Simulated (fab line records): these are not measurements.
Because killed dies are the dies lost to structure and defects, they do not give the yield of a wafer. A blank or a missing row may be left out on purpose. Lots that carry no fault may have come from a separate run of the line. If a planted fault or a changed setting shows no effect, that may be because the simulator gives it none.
3 desks looking at one fault ; flow n5_finfet ; each desk has only its own numbers; what lay behind them comes last

## FOR THE TOOL OWNER'S DESK: rie_diel-01
The tool's own readings at N5_BEOL_M10_ETCH_66 (etches SOC in N2/H2, target depth 120 nm, overetch 24 nm, time 180 s): means of the sampled wafers that have a number, for each lot that ran on this tool. The brackets show how far a lot's mean lies from the usual mean; more than 4 standard deviations puts the lot out of limits, marked OUT.
Columns: A = drypump_motor_current_A at N5_BEOL_M10_ETCH_66, usual 5.7 A; B = oes_product_au at N5_BEOL_M10_ETCH_66, usual 0.64 a.u.; C = rf_vpp_V at N5_BEOL_M10_ETCH_66, usual 524.5 V; D = run_length_s at N5_BEOL_M10_ETCH_66, usual 203.6 s; E = showerhead_plenum_p_Torr at N5_BEOL_M10_ETCH_66, usual 2.57 Torr; F = throttle_valve_pct at N5_BEOL_M10_ETCH_66, usual 17.84 %
lot;first seen here;A;B;C;D;E;F
L473;day 11 22:01;5.8;0.61;524.7;204.0;2.58;17.90
L475;day 12 08:25;5.8;0.64;527.0;203.8;2.66;17.74
L478;day 13 03:53;5.6;0.69;526.3;200.0 (-8.7) OUT;2.64;17.78
L481;day 13 18:32;5.6;0.65;523.6;199.9 (-8.9) OUT;2.55;17.95
L482;day 14 02:19;5.4;0.66;525.0;200.1 (-8.5) OUT;2.56;17.87
This desk's finding: out of limits on L478, L481, L482; first on L478, day 13 03:53 (run_length_s at N5_BEOL_M10_ETCH_66). Within limits: L473, L475.

## FROM THE METROLOGY DESK
What the gauges read, lot by lot, whatever tool the lot ran on: means of the sampled wafers that have a number. The brackets show how far a lot's mean lies from the usual mean; more than 4 standard deviations puts the lot out of limits, marked OUT.
Columns: A = cd_nm at N5_BEOL_M10_CD_MEAS_28, usual 69.5 nm; B = V9_OVL at N5_BEOL_M10_OVL_MEAS_29, usual 0.6 nm
lot;first seen here;A;B
L473;day 11 21:38;69.7;0.9
L475;day 12 08:14;70.4;0.6
L478;day 13 03:43;70.3;1.2
L481;day 13 18:22;70.2;0.1
L482;day 14 02:08;69.6;0.2
L489;day 15 14:57;69.6;0.4
L490;day 15 18:26;70.0;1.6
Result from this desk: across the 7 lots, nothing is out of limits.

## THE DEFECT DESK
Counts from the inspections along the route, per lot, as means over the sampled wafers that have a number. The brackets show how far a lot's mean lies from the usual mean; more than 4 standard deviations puts the lot out of limits, marked OUT.
Columns: A = raw_defect_count at N5_BEOL_M10_INSPECT_30, usual 421
lot;first seen here;A
L473;day 11 21:41;386
L475;day 12 08:17;378
L478;day 13 03:46;541
L481;day 13 18:25;461
L482;day 14 02:12;493
L489;day 15 15:00;427
L490;day 15 18:30;460
Result from this desk: across the 7 lots, nothing is out of limits.

## TAKEN TOGETHER
On L478, L481, L482, at day 13 03:53, an alarm was possible from the tool owner's desk.
The metrology desk saw nothing out of limits.
The defect desk saw nothing out of limits.
The metrology desk has L478, L481, L482 on record, within its limits.
The defect desk has L478, L481, L482 on record, within its limits.
N5_BEOL_M10_ETCH_66 was run on rie_diel-01 by each of the lots named.

## WHAT THE SIMULATOR PUT IN
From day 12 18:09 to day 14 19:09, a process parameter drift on rie_diel-01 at N5_BEOL_M10_ETCH_66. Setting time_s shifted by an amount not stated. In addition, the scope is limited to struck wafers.
Lots struck among those shown: L478, L481, L482.
Delay in hours, fault start to first out-of-limits reading, by desk: the tool owner's desk at 10.
